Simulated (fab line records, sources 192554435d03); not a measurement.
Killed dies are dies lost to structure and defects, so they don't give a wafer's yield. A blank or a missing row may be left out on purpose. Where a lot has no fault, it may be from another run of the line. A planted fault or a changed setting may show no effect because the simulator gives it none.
2 desks, one fault :: flow n5_finfet :: each desk has only its own numbers; what lay behind them comes last

## FROM THE METROLOGY DESK
What the gauges read for every lot (on any tool): the sampled wafers with a number, averaged. A lot is out of limits, marked OUT, if its mean lies more than 4 standard deviations from the usual mean; the brackets give that distance.
Columns: A = cd_nm at N5_PASSIVATION_CD_MEAS_44, usual 39999 nm
lot: L433
first seen here: day 12 08:53
A: 40008

lot: L434
first seen here: day 12 10:14
A: 40003

lot: L436
first seen here: day 12 18:51
A: 39998

lot: L437
first seen here: day 12 23:13
A: 39998

lot: L439
first seen here: day 13 14:04
A: 40006

lot: L441
first seen here: day 14 16:38
A: 39999

lot: L444
first seen here: day 15 07:28
A: 40007

lot: L446
first seen here: day 15 15:09
A: 39990

lot: L448
first seen here: day 15 23:20
A: 40001

lot: L455
first seen here: day 17 19:35
A: 40002
Finding of this desk: none of the 10 lots has anything out of limits.

## FOR THE TOOL OWNER'S DESK: rie_diel-02
The tool's own readings at N5_SDB_ETCH_25 (etches SiO2 in C4F6/O2, target depth 10 nm, time 3.3 s): means of the sampled wafers that have a number, for each lot that ran on this tool. A lot is out of limits, marked OUT, if its mean lies more than 4 standard deviations from the usual mean; the brackets give that distance. Only the readings that lie furthest out on some lot appear, 7 of the 8 it has.
Columns: A = C4F6_flow_sccm at N5_SDB_ETCH_25, usual 9.997 sccm; B = O2_flow_sccm at N5_SDB_ETCH_25, usual 10.00 sccm; C = mfc_ar_sccm at N5_SDB_ETCH_25, usual 299.9 sccm; D = oes_product_au at N5_SDB_ETCH_25, usual 0.80 a.u.; E = rf_vpp_V at N5_SDB_ETCH_25, usual 662 V; F = showerhead_plenum_p_Torr at N5_SDB_ETCH_25, usual 2.81 Torr; G = throttle_valve_pct at N5_SDB_ETCH_25, usual 21.13 %
lot: L434
first seen here: day 4 07:11
A: 9.982
B: 9.98
C: 300.0
D: 0.76
E: 656
F: 2.77
G: 21.39

lot: L436
first seen here: day 4 18:01
A: 10.019
B: 10.02
C: 300.0
D: 0.72
E: 653
F: 2.77
G: 21.28

lot: L437
first seen here: day 5 01:47
A: 10.005
B: 10.01
C: 301.0
D: 0.71
E: 670
F: 2.80
G: 21.34

lot: L444
first seen here: day 6 21:37
A: 9.991
B: 9.96
C: 299.9
D: 0.74
E: 656
F: 2.76
G: 21.44

lot: L446
first seen here: day 7 07:25
A: 9.985
B: 9.95
C: 300.5
D: 0.92
E: 683
F: 2.79
G: 21.32

lot: L448
first seen here: day 7 17:27
A: 9.970
B: 10.00
C: 300.0
D: 0.73
E: 656
F: 2.75
G: 21.45
Finding of this desk: none of the 6 lots has anything out of limits.

## ALL TOGETHER
Metrology desk: nothing out of limits seen.
The tool owner's desk saw nothing out of limits.

## WHAT HAD BEEN PUT IN BY THE SIMULATOR
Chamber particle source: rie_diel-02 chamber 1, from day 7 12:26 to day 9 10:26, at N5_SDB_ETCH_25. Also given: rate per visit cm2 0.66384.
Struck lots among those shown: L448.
